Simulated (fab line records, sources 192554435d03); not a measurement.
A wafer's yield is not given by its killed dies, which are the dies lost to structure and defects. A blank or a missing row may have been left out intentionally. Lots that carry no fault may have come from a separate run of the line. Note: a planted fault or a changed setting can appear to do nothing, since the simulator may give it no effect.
Which tool did it? | flow n5-finfet | 10 lots, 28 wafers sampled, at 5 steps of a route of 1938

WHAT EACH GAUGE READ, for each wafer
N5_MOL_CONTACT_COAG_CD_MEAS_84: the cd target is 25.1 nm. Usual: cd-nm at 25.11 nm, with a standard deviation of 0.23.
lot  | measured     | on        | cd-nm (nm)        | flag
L245 | day 5 12:21  | cd-sem-03 | 25.56 24.82 25.12 |
L247 | day 5 21:24  | cd-sem-01 | 25.27 25.06 24.75 |
L248 | day 6 04:55  | cd-sem-02 | 25.38 25.05 25.18 |
L254 | day 7 16:18  | cd-sem-02 | 25.20 24.94       |
L255 | day 7 18:55  | cd-sem-01 | 25.40 25.16       |
L258 | day 9 00:26  | cd-sem-01 | 25.29 25.38 25.27 |
L261 | day 9 13:11  | cd-sem-02 | 25.40 25.49 25.39 |
L263 | day 9 20:52  | cd-sem-01 | 25.33 25.03 25.20 |
L264 | day 10 03:32 | cd-sem-01 | 25.08 25.41 24.78 |
L267 | day 10 21:02 | cd-sem-03 | 25.32 25.08 25.02 |

N5_BEOL_M4_RC_MEAS_101. Usual: DIBL_N 36.3 mV/V, standard deviation 2; DIBL_P 36.3 mV/V, standard deviation 2.4; IOFF_N 0.16 nA/um, standard deviation 0.034; IOFF_P 0.21 nA/um, standard deviation 0.035; ION_N 672 uA/um, standard deviation 12; ION_P 459 uA/um, standard deviation 6.5; SS_N 71.6 mV/dec, standard deviation 0.67; SS_P 73.3 mV/dec, standard deviation 0.71; VT_N 250 mV, standard deviation 3.5; VT_P -251 mV, standard deviation 3.
lot  | measured     | on        | DIBL_N (mV/V)  | DIBL_P (mV/V)  | IOFF_N (nA/um) | IOFF_P (nA/um) | ION_N (uA/um) | ION_P (uA/um) | SS_N (mV/dec)  | SS_P (mV/dec)  | VT_N (mV)   | VT_P (mV)      | flag
L245 | day 8 03:04  | prober-01 | 35.5 35.7 34.9 | 35.7 35.9 34.7 | 0.15 0.15 0.13 | 0.20 0.21 0.19 | 662 661 655   | 458 459 450   | 71.6 71.4 71.9 | 73.3 72.8 72.6 | 250 254 251 | -251 -251 -251 |
L247 | day 8 16:58  | prober-02 | 35.0 33.2 33.3 | 34.4 31.5 32.3 | 0.14 0.10 0.11 | 0.18 0.13 0.15 | 666 647 650   | 453 440 452   | 71.1 70.8 70.9 | 73.2 72.8 72.7 | 249 256 256 | -254 -256 -253 |
L248 | day 8 23:09  | prober-02 | 36.8 35.0 36.5 | 38.7 37.0 38.6 | 0.17 0.15 0.16 | 0.20 0.18 0.21 | 675 675 675   | 453 458 453   | 71.6 70.9 71.7 | 73.8 73.1 73.9 | 250 253 253 | -254 -255 -252 |
L254 | day 11 21:26 | prober-02 | 38.4 35.5      | 39.9 36.4      | 0.19 0.14      | 0.26 0.20      | 689 669       | 467 459       | 71.9 70.8      | 74.1 73.8      | 247 251     | -250 -249      |
L255 | day 11 15:45 | prober-01 | 36.1 35.3      | 37.2 36.9      | 0.15 0.16      | 0.21 0.21      | 664 692       | 455 476       | 71.5 71.4      | 73.3 73.0      | 249 247     | -251 -251      |
L258 | day 13 00:21 | prober-01 | 40.2 37.9 37.9 | 39.4 37.2 36.3 | 0.22 0.17 0.16 | 0.27 0.22 0.21 | 683 667 667   | 469 463 457   | 72.0 71.9 71.3 | 74.3 74.1 74.1 | 245 249 251 | -246 -249 -251 |
L261 | day 13 05:17 | prober-02 | 39.6 39.0 37.7 | 39.7 39.1 38.0 | 0.21 0.19 0.17 | 0.25 0.24 0.22 | 684 676 674   | 467 463 470   | 72.5 72.7 72.5 | 73.8 73.7 73.3 | 244 249 251 | -249 -249 -251 |
L263 | day 13 20:22 | prober-02 | 36.9 34.1 39.1 | 37.5 33.3 39.4 | 0.17 0.12 0.21 | 0.21 0.14 0.23 | 678 659 682   | 459 448 458   | 71.0 70.7 72.3 | 73.6 72.5 73.4 | 248 255 246 | -251 -256 -251 |
L264 | day 13 08:12 | prober-02 | 36.1 35.3 33.6 | 35.6 35.6 32.8 | 0.18 0.17 0.13 | 0.19 0.19 0.15 | 695 681 672   | 465 459 451   | 71.7 71.2 71.2 | 73.0 72.9 72.8 | 246 247 252 | -253 -252 -256 |
L267 | day 14 14:23 | prober-01 | 36.8 37.2 36.1 | 37.1 37.9 36.1 | 0.19 0.20 0.18 | 0.22 0.24 0.21 | 680 679 684   | 459 459 462   | 71.8 72.0 72.0 | 73.0 73.4 72.6 | 248 246 245 | -249 -248 -251 |

WHICH TOOL RAN EACH LOT (tool, then ch and the chambers of the sampled wafers, then the start)
lot  | N5_MOL_CONTACT_COAG_SPUTTER_143 | N5_MOL_CONTACT_COAG_ETCH_90        | N5_MOL_CONTACT_COAG_ALD_131
L245 | pvd-sputter-01, day 5 05:57     | rie-diel-05 ch 0,2,3, day 5 12:31  | ald-sin-02 ch 1,3, day 5 12:36
L247 | pvd-sputter-01, day 5 14:21     | rie-diel-06 ch 0,1, day 5 21:53    | ald-sin-01 ch 0,2, day 5 21:58
L248 | pvd-sputter-01, day 5 21:22     | rie-diel-05 ch 0,1,2, day 6 05:12  | ald-sin-01 ch 0,2, day 6 05:17
L254 | pvd-sputter-02, day 7 10:21     | rie-diel-05 ch 2,3, day 7 16:56    | ald-sin-01 ch 0,1, day 7 17:01
L255 | pvd-sputter-01, day 7 12:20     | rie-diel-05 ch 3, day 7 19:08      | ald-sin-03 ch 0,2, day 7 19:13
L258 | pvd-sputter-01, day 8 15:19     | rie-diel-05 ch 0,2,3, day 9 00:37  | ald-sin-01 ch 0,1,3, day 9 01:07
L261 | pvd-sputter-01, day 9 04:52     | rie-diel-06 ch 0,1,2, day 9 13:22  | ald-sin-01 ch 0,1,3, day 9 13:27
L263 | pvd-sputter-03, day 9 13:28     | rie-diel-02 ch 0,3, day 9 21:23    | ald-sin-02 ch 2,3, day 9 21:28
L264 | pvd-sputter-02, day 9 21:50     | rie-diel-02 ch 0,2,3, day 10 03:43 | ald-sin-02 ch 0,1,3, day 10 03:48
L267 | pvd-sputter-03, day 10 15:19    | rie-diel-06 ch 2,3, day 10 21:13   | ald-sin-02 ch 0,2,3, day 10 21:17
- N5_MOL_CONTACT_COAG_SPUTTER_143: material Co, target thk 2.5 nm.
- N5_MOL_CONTACT_COAG_ETCH_90: etches SiARC in CF4, target depth 13 nm, time 21.7 s.
- N5_MOL_CONTACT_COAG_ALD_131: deposits SiO2, target thk 5 nm, pulse time 1 s, co reactant pulse time 1 s.

AS READ BY THE TOOLS THEMSELVES (means over the sampled wafers that have a number; for cases with no such wafer, the mark the record gives instead)
N5_MOL_CONTACT_COAG_SPUTTER_143. Usual: throttle-valve-pct at 30.3 %, with a standard deviation of 1.
lot  | tool           | throttle-valve-pct (%) | flag
L245 | pvd-sputter-01 | 30.6                   |
L247 | pvd-sputter-01 | 30.7                   |
L248 | pvd-sputter-01 | 30.5                   |
L254 | pvd-sputter-02 | 30.9                   |
L255 | pvd-sputter-01 | 30.8                   |
L258 | pvd-sputter-01 | 30.7                   |
L261 | pvd-sputter-01 | 30.8                   |
L263 | pvd-sputter-03 | 30.1                   |
L264 | pvd-sputter-02 | 29.9                   |
L267 | pvd-sputter-03 | 31.1                   |

N5_MOL_CONTACT_COAG_ETCH_90. Usual: chamber-pressure-mTorr 40.01 mTorr (standard deviation 0.034); drypump-motor-current-A 5.8 A (standard deviation 0.58); etch-rf-on-time-s 22.0 s (standard deviation 0.6); oes-product-au 0.64 a.u. (standard deviation 0.049); rf-vpp-V 183.8 V (standard deviation 1.2); showerhead-plenum-p-Torr 2.13 Torr (standard deviation 0.062); throttle-valve-pct 15.65 % (standard deviation 0.28).
lot  | tool        | chamber-pressure-mTorr (mTorr) | drypump-motor-current-A (A) | etch-rf-on-time-s (s) | oes-product-au (a.u.) | rf-vpp-V (V) | showerhead-plenum-p-Torr (Torr) | throttle-valve-pct (%) | flag
L245 | rie-diel-05 | 40.03                          | 6.0                         | 21.7                  | 0.70                  | 184.0        | 2.14                            | 15.61                  |
L247 | rie-diel-06 | 40.00                          | 5.7                         | 22.4                  | 0.60                  | 182.9        | 2.04                            | 15.89                  |
L248 | rie-diel-05 | 40.04                          | 6.5                         | 21.6                  | 0.67                  | 184.6        | 2.16                            | 15.59                  |
L254 | rie-diel-05 | 40.02                          | 5.8                         | 18.9                  | 0.76                  | 183.6        | 2.12                            | 15.67                  | OFF
L255 | rie-diel-05 | 40.00                          | 5.4                         | 19.0                  | 0.81                  | 183.6        | 2.09                            | 15.39                  | OFF
L258 | rie-diel-05 | 40.00                          | 6.0                         | 17.6                  | 0.78                  | 183.9        | 2.13                            | 15.67                  | OFF
L261 | rie-diel-06 | 40.05                          | 5.3                         | 22.3                  | 0.58                  | 182.0        | 2.09                            | 15.99                  |
L263 | rie-diel-02 | 40.00                          | 5.7                         | 21.4                  | 0.65                  | 184.3        | 2.13                            | 15.74                  |
L264 | rie-diel-02 | 40.01                          | 5.8                         | 21.8                  | 0.64                  | 183.5        | 2.14                            | 15.72                  |
L267 | rie-diel-06 | 39.98                          | 5.0                         | 22.5                  | 0.59                  | 183.7        | 2.10                            | 15.60                  |

N5_MOL_CONTACT_COAG_ALD_131. Usual: heater-power-w 76 W, standard deviation 7.5; precursor-pulse-height-rel 1.000, standard deviation 0.02.
lot  | tool       | heater-power-w (W) | precursor-pulse-height-rel | flag
L245 | ald-sin-02 | 74                 | 1.006                      |
L247 | ald-sin-01 | 87                 | 1.015                      |
L248 | ald-sin-01 | 86                 | 0.984                      |
L254 | ald-sin-01 | 78                 | 0.995                      |
L255 | ald-sin-03 | 83                 | 1.010                      |
L258 | ald-sin-01 | 78                 | 0.992                      |
L261 | ald-sin-01 | 81                 | 0.994                      |
L263 | ald-sin-02 | 70                 | 1.001                      |
L264 | ald-sin-02 | 77                 | 0.981                      |
L267 | ald-sin-02 | 74                 | 1.002                      |

THE ANSWER, worked out from the rows above alone
Rule: a lot is off if the mean of its wafers that have a number lies more than 3 standard deviations from the usual mean. Also off: a lot with no number at a reading for which 4 or more lots have one. The other lots that the step has rows for count as sound. First the gauges in route order, then the tools' own readings, where a lot's mean is used as printed above. The first step at which some lot is off is used, and at that step the reading that is off furthest; a lot without a number counts as furthest.
Off, at N5_MOL_CONTACT_COAG_ETCH_90 on etch-rf-on-time-s: L254, L255, L258.
A tool fits if, at that step or a process step before it, it ran every lot that is off, and no sound lot after the first of them. One fits: N5_MOL_CONTACT_COAG_ETCH_90 on rie-diel-05. Its last sound lot is L248 (day 6 05:12), its first lot that is off L254 (day 7 16:56): a fault that began between those two fits.
On the lots that are off, the tool's own readings at N5_MOL_CONTACT_COAG_ETCH_90 differ by more than 5 times the standard deviation of the sound lots' means, which bears it out; etch-rf-on-time-s reads 18.5 s there versus 22.0 s on the sound lots.

WHAT THE SIMULATOR HAD PUT IN
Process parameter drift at N5_MOL_CONTACT_COAG_ETCH_90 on rie-diel-05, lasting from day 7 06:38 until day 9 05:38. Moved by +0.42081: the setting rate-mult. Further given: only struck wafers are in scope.
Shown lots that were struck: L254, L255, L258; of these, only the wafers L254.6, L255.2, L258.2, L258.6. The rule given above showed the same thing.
